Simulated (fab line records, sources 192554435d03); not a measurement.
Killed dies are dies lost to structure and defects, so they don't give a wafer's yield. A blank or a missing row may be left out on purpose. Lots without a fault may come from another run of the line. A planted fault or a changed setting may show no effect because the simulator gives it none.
fab line records | flow n5_finfet | part 1 of 2: steps 1 to 21 of 29
record lots=5 wafers=15 last_day=15
route steps=1938 shown GATE_CUT@501 MOL_CONTACT_COAG@517
lots that met no fault: from a run of the same line without faults
start_h: hours from the record's first day to the start of the lot's first wafer shown | wait_h: hours since the lot's step before | " the same as in the row above | L1.1+2: a row that stands for several wafers | - no value, or no start given | * or withheld: withheld | < > ~ a bound
route shown NAME@n: a module of which the file shows steps, and the number in the route of the first | usual: mean/standard deviation of fault-free wafers | same: alike in all rows | chamber/n: place in a boat | sites: the reading at each site | _std_site: their standard deviation | _edge_site: outer sites' mean less inner sites' | radius_mm: how far each site lies from the wafer's centre | mask NAME#n: copy n | behind: the tool/chamber that last shaped the wafer | hold: why the lot was held/for how many hours/how that ended | device: the transistor (n, p or np) that didn't switch | end of line: the same wafers' tests at the end of the route | a step without rows: its recipe alone | killed: dies lost to structure and defects at the first sort, not the wafer's yield | map: a wafer's dies, x killed, . not, _ none there
set.NAME: the setting as run; set.NAME@STEP: as run at that earlier step | model.NAME: the simulator's own value behind a step, which no gauge read
lots at some steps of the route; a table a step, a row a wafer
services: from which hour (start_h, from the record's first day; less than 0 if before it) a tool's chamber was out of use, for how many hours, and why
## steps
# step N5_GATE_CUT_CUT_ETCH_54
# recipe chemistry=Cl2/BCl3 target=TiN mask_material=SiO2 target_depth_a=967 pressure_mtorr=10 icp_w=1000 bias_w=126 Cl2_flow_sccm=53.25 bcl3_flow_sccm=21.75 Ar_flow_sccm=25 ends=cleared
# usual drypump_motor_current_A=5.6/0.41 etch_rf_on_time_s=36.6/0.5 oes_product_au=0.66/0.07 throttle_valve_pct=22.22/0.11
# columns lot.wafer tool chamber start_h wait_h drypump_motor_current_A etch_rf_on_time_s oes_product_au rf_hours_counter_h throttle_valve_pct
L075.2 rie_metal-03 0 93.06 0.0 5.8 36.7 0.67 57 22.33
L075.4 " 0 " " 5.8 36.6 0.67 - 22.34
L075.5 " 0 " " 5.8 36.8 0.67 - 22.35
L083.1 rie_metal-02 1 142.88 0.1 5.2 36.8 0.73 34 22.13
L083.2 " 1 " " 5.3 36.6 0.73 - 22.09
L083.6 " 1 " " 5.2 37.2 0.72 - 22.12
L084.1 rie_metal-01 0 144.95 0.0 6.0 36.3 0.70 51 22.26
L084.2 " 1 " " 5.2 36.5 0.59 100 22.15
L084.3 " 1 " " 5.1 36.3 0.59 - 22.15
L088.2 rie_metal-03 1 172.02 0.0 5.2 37.4 0.62 78 22.16
L088.3 " 0 " " 5.8 36.1 0.66 - 22.34
L088.6 " 1 " " 5.1 37.2 0.62 - 22.16
L090.1 rie_metal-01 1 178.70 0.0 5.2 36.6 0.59 102 22.17
L090.2 " 0 " " 6.0 36.4 0.69 54 22.27
L090.5 " 0 " " 6.0 36.5 0.69 - 22.27
# step N5_GATE_CUT_CUT_ETCH_55
# recipe chemistry=BCl3 target=HfO2 mask_material=SiO2 target_depth_a=32 ion_energy_ev=30 pressure_mtorr=5 icp_w=450 bias_w=18 bcl3_flow_sccm=80
# usual drypump_motor_current_A=5.6/0.41 oes_product_au=0.73/0.078 throttle_valve_pct=33.00/0.18
# columns lot.wafer tool chamber start_h wait_h drypump_motor_current_A oes_product_au rf_hours_counter_h throttle_valve_pct
L075.2 rie_metal-03 0 93.12 0.0 5.8 0.75 57 33.23
L075.4 " 0 " " 5.8 0.75 - 33.20
L075.5 " 0 " " 5.8 0.76 - 33.23
L083.1 rie_metal-02 1 143.00 0.1 5.3 0.81 34 33.09
L083.2 " 1 " " 5.3 0.82 - 33.09
L083.6 " 1 " " 5.2 0.81 - 33.08
L084.1 rie_metal-01 0 145.01 0.0 6.0 0.77 51 32.95
L084.2 " 1 " " 5.2 0.65 100 32.86
L084.3 " 1 " " 5.2 0.66 - 32.88
L088.2 rie_metal-03 1 172.08 0.0 5.1 0.70 78 32.85
L088.3 " 0 " " 5.8 0.73 - 33.23
L088.6 " 1 " " 5.1 0.69 - 32.84
L090.1 rie_metal-01 1 178.76 0.0 5.2 0.65 102 32.89
L090.2 " 0 " " 6.0 0.76 54 32.94
L090.5 " 0 " " 6.0 0.76 - 32.94
# step N5_GATE_CUT_ETCH_47
# recipe chemistry=Cl2/BCl3 target=SiO2 target_depth_a=100 pressure_mtorr=10 icp_w=1000 bias_w=126 Cl2_flow_sccm=53.25 bcl3_flow_sccm=21.75 Ar_flow_sccm=25
# usual drypump_motor_current_A=5.6/0.41 oes_product_au=0.73/0.078 throttle_valve_pct=22.75/0.11
# columns lot.wafer tool chamber start_h wait_h drypump_motor_current_A oes_product_au rf_hours_counter_h throttle_valve_pct
L075.2 rie_metal-03 0 93.15 0.0 5.8 0.75 57 22.88
L075.4 " 0 " " 5.8 0.74 - 22.86
L075.5 " 0 " " 5.8 0.74 - 22.88
L083.1 rie_metal-02 1 143.06 0.1 5.2 0.81 35 22.64
L083.2 " 1 " " 5.2 0.81 - 22.64
L083.6 " 1 " " 5.3 0.81 - 22.65
L084.1 rie_metal-01 0 145.04 0.0 6.0 0.77 51 22.80
L084.2 " 1 " " 5.2 0.65 100 22.69
L084.3 " 1 " " 5.2 0.65 - 22.69
L088.2 rie_metal-03 1 172.11 0.0 5.1 0.70 78 22.68
L088.3 " 0 " " 5.8 0.73 - 22.91
L088.6 " 1 " " 5.1 0.69 - 22.69
L090.1 rie_metal-01 1 178.79 0.0 5.2 0.65 102 22.69
L090.2 " 0 " " 6.0 0.77 54 22.80
L090.5 " 0 " " 6.0 0.76 - 22.80
# step N5_GATE_CUT_VAPOR_ETCH_48
# recipe chemistry=BCl3/Cl2 target=TiN mode=isotropic
# usual drypump_motor_current_A=5.6/0.41 oes_product_au=0.73/0.078
# columns lot.wafer tool chamber start_h wait_h drypump_motor_current_A oes_product_au
L075.2 rie_metal-03 0 93.18 0.0 5.8 0.74
L075.4 " 0 " " 5.8 0.74
L075.5 " 0 " " 5.8 0.74
L083.1 rie_metal-02 1 143.12 0.1 5.2 0.81
L083.2 " 1 " " 5.2 0.81
L083.6 " 1 " " 5.2 0.81
L084.1 rie_metal-01 0 145.07 0.0 6.1 0.77
L084.2 " 1 " " 5.2 0.66
L084.3 " 1 " " 5.2 0.66
L088.2 rie_metal-03 1 172.14 0.0 5.1 0.69
L088.3 " 0 " " 5.8 0.73
L088.6 " 1 " " 5.1 0.69
L090.1 rie_metal-01 1 178.82 0.0 5.2 0.65
L090.2 " 0 " " 6.0 0.77
L090.5 " 0 " " 6.0 0.77
# step N5_GATE_CUT_VAPOR_ETCH_49
# recipe chemistry=BCl3/Cl2 target=TiAlC mode=isotropic
# usual drypump_motor_current_A=5.6/0.41 oes_product_au=0.73/0.079
# columns lot.wafer tool chamber start_h wait_h drypump_motor_current_A oes_product_au
L075.2 rie_metal-03 0 93.21 0.0 5.8 0.74
L075.4 " 0 " " 5.8 0.74
L075.5 " 0 " " 5.8 0.74
L083.1 rie_metal-02 1 143.18 0.1 5.2 0.81
L083.2 " 1 " " 5.3 0.81
L083.6 " 1 " " 5.2 0.81
L084.1 rie_metal-01 0 145.10 0.0 6.0 0.78
L084.2 " 1 " " 5.2 0.65
L084.3 " 1 " " 5.2 0.66
L088.2 rie_metal-03 1 172.17 0.0 5.1 0.70
L088.3 " 0 " " 5.8 0.73
L088.6 " 1 " " 5.1 0.69
L090.1 rie_metal-01 1 178.85 0.0 5.2 0.66
L090.2 " 0 " " 6.0 0.77
L090.5 " 0 " " 6.0 0.77
# step N5_GATE_CUT_VAPOR_ETCH_51
# recipe chemistry=BCl3/Cl2 target=HfO2 mode=isotropic
# usual drypump_motor_current_A=5.6/0.42 oes_product_au=0.73/0.078
# columns lot.wafer tool chamber start_h wait_h drypump_motor_current_A oes_product_au
L075.2 rie_metal-03 0 93.24 0.0 5.8 0.75
L075.4 " 0 " " 5.8 0.74
L075.5 " 0 " " 5.8 0.75
L083.1 rie_metal-02 1 143.24 0.1 5.2 0.82
L083.2 " 1 " " 5.3 0.82
L083.6 " 1 " " 5.3 0.81
L084.1 rie_metal-01 0 145.13 0.0 6.0 0.77
L084.2 " 1 " " 5.2 0.65
L084.3 " 1 " " 5.2 0.66
L088.2 rie_metal-03 1 172.20 0.0 5.2 0.70
L088.3 " 0 " " 5.8 0.74
L088.6 " 1 " " 5.2 0.70
L090.1 rie_metal-01 1 178.88 0.0 5.1 0.65
L090.2 " 0 " " 6.0 0.77
L090.5 " 0 " " 6.0 0.77
# step N5_GATE_CUT_STRIP_21
# recipe chemistry=N2/H2 time_s=30 power_w=1000 temp_c=250 pressure_mtorr=withheld n2_flow_sccm=1750 h2_flow_sccm=3250
# usual drypump_motor_current_A=5.59/0.24 h2_flow_sccm=3250/11 heater_power_w=348/31 temp_c=249.98/0.18
# columns lot.wafer tool chamber start_h wait_h drypump_motor_current_A h2_flow_sccm heater_power_w rf_hours_counter_h temp_c
L075.2 plasma_asher-01 1 93.29 0.0 5.75 3246 342 90 249.78
L075.4 " 0 " " 5.81 3260 344 - 250.00
L075.5 " 0 " " 5.82 3244 357 - 249.95
L083.1 plasma_asher-02 0 143.32 0.1 5.22 3245 389 47 249.61
L083.2 " 1 " " 5.67 3261 303 47 249.88
L083.6 " 1 " " 5.70 3255 307 - 249.76
L084.1 plasma_asher-02 0 145.18 0.0 5.22 3251 400 48 250.11
L084.2 " 1 " " 5.63 3245 312 48 250.42
L084.3 " 1 " " 5.66 3260 307 - 249.95
L088.2 plasma_asher-02 0 172.25 0.0 5.22 3241 394 53 249.94
L088.3 " 1 " " 5.73 3241 313 - 249.98
L088.6 " 1 " " 5.74 3253 305 - 250.21
L090.1 plasma_asher-01 1 178.93 0.0 5.75 3257 337 110 249.93
L090.2 " 0 " " 5.83 3246 354 110 249.97
L090.5 " 0 " " 5.82 3250 359 - 249.94
# step N5_GATE_CUT_STRIP_29
# recipe chemistry=post_etch_residue_remover time_s=60 temp_c=25 remover_ph=withheld remover_water_wt_pct=withheld remover_fluoride_wt_pct=withheld
# usual temp_c=25.01/0.11
# columns lot.wafer tool chamber start_h wait_h temp_c
L075.2 wet_bench-06 5 93.38 0.1 25.01
L075.4 " 7 " " 25.10
L075.5 " 0 " " 25.03
L083.1 wet_bench-04 2 143.41 0.1 24.96
L083.2 " 6 " " 25.03
L083.6 " 5 " " 24.95
L084.1 wet_bench-06 4 145.26 0.1 25.17
L084.2 " 2 " " 24.83
L084.3 " 3 " " 24.90
L088.2 wet_bench-04 1 172.34 0.1 24.94
L088.3 " 6 " " 24.89
L088.6 " 4 " " 25.05
L090.1 wet_bench-03 2 179.02 0.1 24.84
L090.2 " 7 " " 25.29
L090.5 " 0 " " 25.08
# step N5_GATE_CUT_SRD_52
# recipe dry=ipa_marangoni time_s=30 temp_c=23 rinse_liquid=diw
# usual temp_c=23.02/0.1
# columns lot.wafer tool chamber start_h wait_h temp_c
L075.2 wet_bench-06 5 93.40 0.0 23.06
L075.4 " 7 " " 23.14
L075.5 " 0 " " 23.03
L083.1 wet_bench-04 2 143.43 0.0 22.88
L083.2 " 6 " " 23.16
L083.6 " 5 " " 22.91
L084.1 wet_bench-06 4 145.28 0.0 22.91
L084.2 " 2 " " 23.25
L084.3 " 3 " " 23.31
L088.2 wet_bench-04 1 172.36 0.0 23.09
L088.3 " 6 " " 22.96
L088.6 " 4 " " 22.98
L090.1 wet_bench-03 2 179.04 0.0 23.06
L090.2 " 7 " " 22.94
L090.5 " 0 " " 23.00
# step N5_GATE_CUT_ALD_22
# recipe material=SiNx target_thk_a=160 temp_c=400 ald_precursor_family=SiH2I2 ald_co_reactant=N2/H2-plasma pulse_time_s=1 ald_cycles=320 purge_time_s=2 co_reactant_purge_time_s=2 pressure_torr=2
# usual heater_power_w=832/69 precursor_pulse_height_rel=0.999/0.019
# same co_reactant_purge_time_s=2 pulse_time_s=1
# columns lot.wafer tool chamber start_h wait_h heater_power_w precursor_pulse_height_rel
L075.2 ald_sin-04 3 93.45 0.0 837 1.011
L075.4 " 2 " " 768 1.006
L075.5 " 2 " " 778 1.007
L083.1 ald_sin-04 0 143.48 0.0 675 0.998
L083.2 " 1 " " 813 1.024
L083.6 " 3 " " 824 1.035
L084.1 ald_sin-03 0 145.33 0.0 816 0.987
L084.2 " 1 " " 914 0.975
L084.3 " 3 " " 903 1.008
L088.2 ald_sin-04 2 172.55 0.2 784 1.005
L088.3 " 0 " " 704 0.995
L088.6 " 3 " " 827 0.989
L090.1 ald_sin-04 2 179.09 0.0 781 0.983
L090.2 " 0 " " 677 0.969
L090.5 " 2 " " 791 0.971
# step N5_GATE_CUT_CMP_23
# recipe stop_on=SiO2 t_overpolish_s=23.4 post_cmp_clean=alkaline_brush down_force_psi=2.5 platen_rpm=51.8 pad_velocity_m_s=1.0307 target_thk_nm=16
# usual edge_zone_pressure_frac=1.000/0.0052 motor_current_A=8.8/0.62 overpolish_run_s=23.400/0.0095 slurry_flow_ml_min=150.0/0.43 time_to_endpoint_s=19.6/2.2
# columns lot.wafer tool chamber start_h wait_h edge_zone_pressure_frac motor_current_A overpolish_run_s slurry_flow_ml_min time_to_endpoint_s
L075.4 cmp-01 2 94.98 0.8 0.990 8.7 23.410 150.0 21.6
L075.2 " 0 " " 0.997 8.5 23.413 151.2 21.9
L075.5 " 1 " " 1.001 8.7 23.416 151.2 23.7
L083.2 cmp-02 0 144.97 0.8 1.004 7.6 23.393 150.0 22.1
L083.1 " 3 " " 1.006 9.0 23.393 149.4 21.6
L083.6 " 0 " " 1.005 7.2 23.391 149.5 23.5
L084.1 cmp-01 3 146.82 0.8 1.006 8.7 23.409 150.0 17.6
L084.3 " 0 " " 0.991 9.3 23.396 150.2 17.6
L084.2 " 1 " " 0.998 8.7 23.397 150.0 20.0
L088.3 cmp-02 2 174.08 0.8 1.006 9.0 23.422 150.9 15.9
L088.2 " 0 " " 1.008 7.7 23.402 149.7 16.1
L088.6 " 1 " " 1.001 9.2 23.388 150.2 15.1
L090.2 cmp-02 1 180.58 0.8 0.993 9.2 23.398 150.2 21.9
L090.1 " 0 " " 0.996 7.6 23.404 150.3 19.2
L090.5 " 2 " " 0.990 8.8 23.409 149.5 21.1
# step N5_GATE_CUT_THK_MEAS_24
# recipe reads=SiO2_of_GATE_CUT_HM_DEP_46+SiO2_flowable_of_ILD0_FCVD_FILL_01
# usual GC_FILL_THK=219.9/1.7
# columns lot.wafer tool chamber start_h wait_h GC_FILL_THK[nm]
L075.2 film_metro-02 - 95.24 - 219.3
L075.4 " - " " 219.9
L075.5 " - " " 220.9
L083.1 film_metro-01 - 145.26 - 217.2
L083.2 " - " " 217.8
L083.6 " - " " 220.7
L084.1 film_metro-01 - 147.11 - 219.8
L084.2 " - " " 219.5
L084.3 " - " " 220.0
L088.2 film_metro-02 - 174.34 - 217.8
L088.3 " - " " 222.2
L088.6 " - " " 221.2
L090.1 film_metro-01 - 180.87 - 222.2
L090.2 " - " " 220.4
L090.5 " - " " 223.3
# step N5_GATE_CUT_CMP_43
# recipe material=SiO2 post_cmp_clean=rinse_only
# usual edge_zone_pressure_frac=0.999/0.005 motor_current_A=11.8/0.93 slurry_flow_ml_min=150.0/0.47
# columns lot.wafer tool chamber start_h wait_h edge_zone_pressure_frac motor_current_A slurry_flow_ml_min
L075.2 cmp-03 2 95.34 0.1 0.998 12.0 150.1
L075.4 " 0 " " 1.000 13.4 149.8
L075.5 " 2 " " 0.998 12.2 150.5
L083.1 cmp-02 1 145.37 0.1 1.006 12.5 150.3
L083.2 " 3 " " 1.000 12.6 149.9
L083.6 " 0 " " 1.009 9.7 150.5
L084.3 cmp-02 3 147.14 0.0 0.994 12.3 149.5
L084.2 " 0 " " 1.003 10.1 149.7
L084.1 " 2 " " 0.998 11.2 149.7
L088.3 cmp-01 3 174.37 0.0 1.004 11.8 150.0
L088.2 " 1 " " 1.003 11.8 149.8
L088.6 " 3 " " 1.002 11.8 150.2
L090.2 cmp-02 2 181.06 0.2 1.006 12.1 150.2
L090.1 " 3 " " 0.999 12.1 149.5
L090.5 " 1 " " 0.994 12.2 150.7
# step N5_GATE_CUT_CMP_61
# recipe stop_on=SiNx t_overpolish_s=3 post_cmp_clean=alkaline_brush down_force_psi=4 platen_rpm=27.09 pad_velocity_m_s=0.539
# usual edge_zone_pressure_frac=1.000/0.0045 motor_current_A=11.8/0.89 slurry_flow_ml_min=149.9/0.48
# columns lot.wafer tool chamber start_h wait_h edge_zone_pressure_frac motor_current_A slurry_flow_ml_min
L075.2 cmp-03 2 95.77 0.3 0.998 12.0 150.1
L075.4 " 0 " " 1.003 12.3 149.8
L075.5 " 2 " " 1.000 11.9 150.3
L083.1 cmp-02 1 145.80 0.3 1.008 12.0 149.8
L083.2 " 3 " " 0.999 12.2 150.1
L083.6 " 0 " " 0.997 10.3 150.3
L084.3 cmp-02 3 147.62 0.4 0.992 11.9 149.6
L084.2 " 0 " " 1.004 10.7 149.1
L084.1 " 2 " " 1.003 11.5 149.5
L088.3 cmp-01 3 174.85 0.4 1.001 12.1 149.6
L088.2 " 1 " " 1.005 11.8 149.8
L088.6 " 3 " " 0.993 11.9 149.8
L090.2 cmp-02 2 181.44 0.3 0.997 11.7 150.7
L090.1 " 3 " " 0.991 12.0 150.0
L090.5 " 1 " " 0.998 12.4 149.9
# step N5_GATE_CUT_INSPECT_26
# recipe inspect_instrument=darkfield mode=post_cmp
# usual raw_defect_count=45/18
# columns lot.wafer tool chamber start_h wait_h raw_defect_count
L075.2 defect_inspect-02 - 95.98 0.0 22
L075.4 " - " " 60
L075.5 " - " " 39
L083.1 defect_inspect-01 - 146.00 0.0 53
L083.2 " - " " 46
L083.6 " - " " 29
L084.1 defect_inspect-01 - 147.85 0.0 35
L084.2 " - " " 23
L084.3 " - " " 33
L088.2 defect_inspect-02 - 175.08 0.0 39
L088.3 " - " " 52
L088.6 " - " " 26
L090.1 defect_inspect-01 - 181.61 0.0 45
L090.2 " - " " 43
L090.5 " - " " 77
# step N5_MOL_CONTACT_COAG_COAT_103
# recipe resist=SOC temp_c=250 time_s=60 spin_rpm=1500 resist_thk_nm=80
# usual spin_speed_rpm=1500.0/1.1
# columns lot.wafer tool chamber start_h wait_h spin_speed_rpm
L075.2 litho_track-03 0 96.01 0.0 1499.3
L075.4 " 0 " " 1500.6
L075.5 " 0 " " 1499.6
L083.1 litho_track-03 0 146.03 0.0 1499.0
L083.2 " 0 " " 1500.6
L083.6 " 0 " " 1500.5
L084.1 litho_track-04 0 147.89 0.0 1501.2
L084.2 " 0 " " 1500.4
L084.3 " 0 " " 1500.7
L088.2 litho_track-02 0 175.11 0.0 1501.1
L088.3 " 0 " " 1500.8
L088.6 " 0 " " 1497.6
L090.1 litho_track-03 0 181.65 0.0 1501.0
L090.2 " 0 " " 1498.3
L090.5 " 0 " " 1499.1
# step N5_MOL_CONTACT_COAG_COAT_104
# recipe resist=SiARC temp_c=220 time_s=60 spin_rpm=1500 resist_thk_nm=12
# usual spin_speed_rpm=1499.9/1.1
# columns lot.wafer tool chamber start_h wait_h spin_speed_rpm
L075.2 litho_track-03 0 - - 1500.2
L075.4 " 0 " " 1500.5
L075.5 " 0 " " 1501.2
L083.1 litho_track-03 0 - - 1498.7
L083.2 " 0 " " 1501.8
L083.6 " 0 " " 1500.0
L084.1 litho_track-04 0 - - 1500.1
L084.2 " 0 " " 1499.7
L084.3 " 0 " " 1501.0
L088.2 litho_track-02 0 - - 1499.2
L088.3 " 0 " " 1500.0
L088.6 " 0 " " 1501.4
L090.1 litho_track-03 0 - - 1499.6
L090.2 " 0 " " 1498.9
L090.5 " 0 " " 1499.4
# step N5_MOL_CONTACT_COAG_COAT_58
# recipe resist=underlayer temp_c=205 time_s=60 spin_rpm=1500 resist_thk_nm=10
# usual spin_speed_rpm=1499.8/0.94
# columns lot.wafer tool chamber start_h wait_h spin_speed_rpm
L075.2 litho_track-03 0 - - 1498.7
L075.4 " 0 " " 1499.8
L075.5 " 0 " " 1499.6
L083.1 litho_track-03 0 - - 1498.8
L083.2 " 0 " " 1499.6
L083.6 " 0 " " 1500.1
L084.1 litho_track-04 0 - - 1500.8
L084.2 " 0 " " 1500.0
L084.3 " 0 " " 1501.0
L088.2 litho_track-02 0 - - 1498.4
L088.3 " 0 " " 1499.3
L088.6 " 0 " " 1500.0
L090.1 litho_track-03 0 - - 1498.7
L090.2 " 0 " " 1500.0
L090.5 " 0 " " 1499.0
# step N5_MOL_CONTACT_COAG_COAT_02
# recipe resist=CAR-EUV spin_rpm=1500 resist_thk_nm=30
# usual spin_speed_rpm=1499.9/1
# columns lot.wafer tool chamber start_h wait_h spin_speed_rpm
L075.2 litho_track-03 0 - - 1500.7
L075.4 " 0 " " 1499.7
L075.5 " 0 " " 1499.0
L083.1 litho_track-03 0 - - 1500.8
L083.2 " 0 " " 1502.4
L083.6 " 0 " " 1502.1
L084.1 litho_track-04 0 - - 1501.4
L084.2 " 0 " " 1500.6
L084.3 " 0 " " 1500.4
L088.2 litho_track-02 0 - - 1500.4
L088.3 " 0 " " 1499.6
L088.6 " 0 " " 1498.8
L090.1 litho_track-03 0 - - 1497.2
L090.2 " 0 " " 1500.0
L090.5 " 0 " " 1502.0
# step N5_MOL_CONTACT_COAG_EBR_04
# recipe solvent=PGMEA ebr_width_mm=1.5
# same ebr_width_mm=1.5
# columns lot.wafer tool chamber start_h wait_h
L075.2+4+5 litho_track-03 0 - -
L083.1+2+6 litho_track-03 0 - -
L084.1+2+3 litho_track-04 0 - -
L088.2+3+6 litho_track-02 0 - -
L090.1+2+5 litho_track-03 0 - -
# step N5_MOL_CONTACT_COAG_SOFTBAKE_03
# recipe temp_c=110 time_s=60 resist=CAR-EUV
# columns lot.wafer tool chamber start_h wait_h
L075.2+4+5 litho_track-03 0 - -
L083.1+2+6 litho_track-03 0 - -
L084.1+2+3 litho_track-04 0 - -
L088.2+3+6 litho_track-02 0 - -
L090.1+2+5 litho_track-03 0 - -
